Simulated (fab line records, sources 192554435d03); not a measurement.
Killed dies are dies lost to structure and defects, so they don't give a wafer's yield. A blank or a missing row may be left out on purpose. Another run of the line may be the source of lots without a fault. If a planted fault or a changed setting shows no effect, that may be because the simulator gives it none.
Chamber matching	flow n5-finfet	N5_BEOL_M8_CURE_75 on uv-cure-02: 3 sister chambers
The step cures SiCOH lowk, time 120 s. 14 wafers are shown with their chamber, then 6 later ones without.

== WAFERS WITH THEIR CHAMBER ==
wafer	chamber	wafer_temp_C_max	lamp-power-pct (%)
L076.1	2	371.8	52.26
L076.3	2	371.7	52.23
L076.6	2	371.6	52.37
L078.1	0	371.7	52.37
L078.3	0	371.9	52.31
L078.5	0	372.5	52.31
L084.1	0	371.7	52.29
L084.5	0	372.4	52.34
L084.6	0	371.4	52.30
L089.1	0	372.4	52.31
L089.3	0	372.0	52.27
L089.4	0	372.3	52.31
L093.2	1	372.2	52.39
L093.3	1	371.6	52.30

SIGNATURES (means of the wafers above)
reading	chamber 0	chamber 1	chamber 2	scatter within a chamber
wafer_temp_C_max	372.033	371.900	371.700	0.357
lamp-power-pct	52.3122	52.3450	52.2867	0.0442
Rule: a wafer lies at a distance from a chamber equal to the root of the sum of squares, over the readings, of (its reading less the chamber's mean, divided by the reading's scatter). The wafer belongs to the nearest chamber; if the next one is less than 2 further off, it can't be placed. How the scatter is found: for the shown wafers, subtract from each reading the mean of its chamber, square and add these, divide the total by (wafers less chambers), then take the root.

== WAFERS WHOSE CHAMBER IS MISSING ==
wafer	wafer_temp_C_max	lamp-power-pct (%)
L090.4	371.7	52.31
L090.5	371.3	52.30
L090.6	371.8	52.27
L095.1	372.0	52.28
L095.3	371.6	52.28
L095.5	371.6	52.30

== EACH ONE'S CHAMBER ==
wafer	from the rows above	in truth
L090.4	can't be placed: 2 or 0 or 1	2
L090.5	can't be placed: 2 or 1 or 0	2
L090.6	can't be placed: 2 or 0 or 1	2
L095.1	can't be placed: 0 or 2 or 1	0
L095.3	can't be placed: 2 or 0 or 1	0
L095.5	can't be placed: 2 or 0 or 1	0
Placed correctly: 0 of 6. Cannot be placed on the basis of these rows: 6; the candidates contain the true chamber in 6. Wrongly placed: 0.
